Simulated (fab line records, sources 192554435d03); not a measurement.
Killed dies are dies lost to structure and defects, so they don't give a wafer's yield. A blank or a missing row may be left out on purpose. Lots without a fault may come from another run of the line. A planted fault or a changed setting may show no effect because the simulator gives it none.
Chamber matching | flow n5_finfet | N5_BEOL_M4_CO_CAP_55 on cvd_co-02: 3 sister chambers
The step material Co, precursor CCTBA/H2, target thk 2 nm, time 102.1 s. 14 wafers are shown with their chamber, then 7 later ones without.

WAFERS WITH THEIR CHAMBER
wafer  | chamber | heater_power_w (W)
L408.4 | 1       | 227
L408.5 | 0       | 272
L408.6 | 2       | 274
L409.1 | 2       | 270
L409.3 | 1       | 223
L409.4 | 2       | 273
L416.3 | 2       | 272
L416.5 | 0       | 279
L416.6 | 2       | 275
L417.2 | 1       | 228
L417.4 | 1       | 222
L417.6 | 0       | 268
L421.1 | 0       | 272
L421.2 | 2       | 278

SIGNATURES (means of the wafers above)
reading        | chamber 0 | chamber 1 | chamber 2 | scatter within a chamber
heater_power_w | 272.75    | 225.00    | 273.67    | 3.39
Rule: a wafer's distance from a chamber is the root of the sum, over the readings, of the square of ((its reading less the chamber's mean) divided by the reading's scatter). The wafer belongs to the nearest chamber; if the next one is less than 2 further off, it can't be placed. The scatter: the root of (the sum of the squares of (reading less its chamber's mean) over the shown wafers, divided by (wafers less chambers)).

WAFERS WITHOUT THEIR CHAMBER
wafer  | heater_power_w (W)
L421.3 | 224
L422.1 | 226
L422.2 | 287
L422.5 | 277
L423.1 | 229
L423.4 | 276
L423.5 | 223

WHICH CHAMBER EACH WENT THROUGH
wafer  | from the rows above     | in truth
L421.3 | 1                       | 1
L422.1 | 1                       | 1
L422.2 | can't be placed: 2 or 0 | 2
L422.5 | can't be placed: 2 or 0 | 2
L423.1 | 1                       | 1
L423.4 | can't be placed: 2 or 0 | 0
L423.5 | 1                       | 1
Placed correctly: 4 of 7. Can't be placed from these rows: 3 (the true chamber is among the candidates in 3). Placed wrongly: 0.
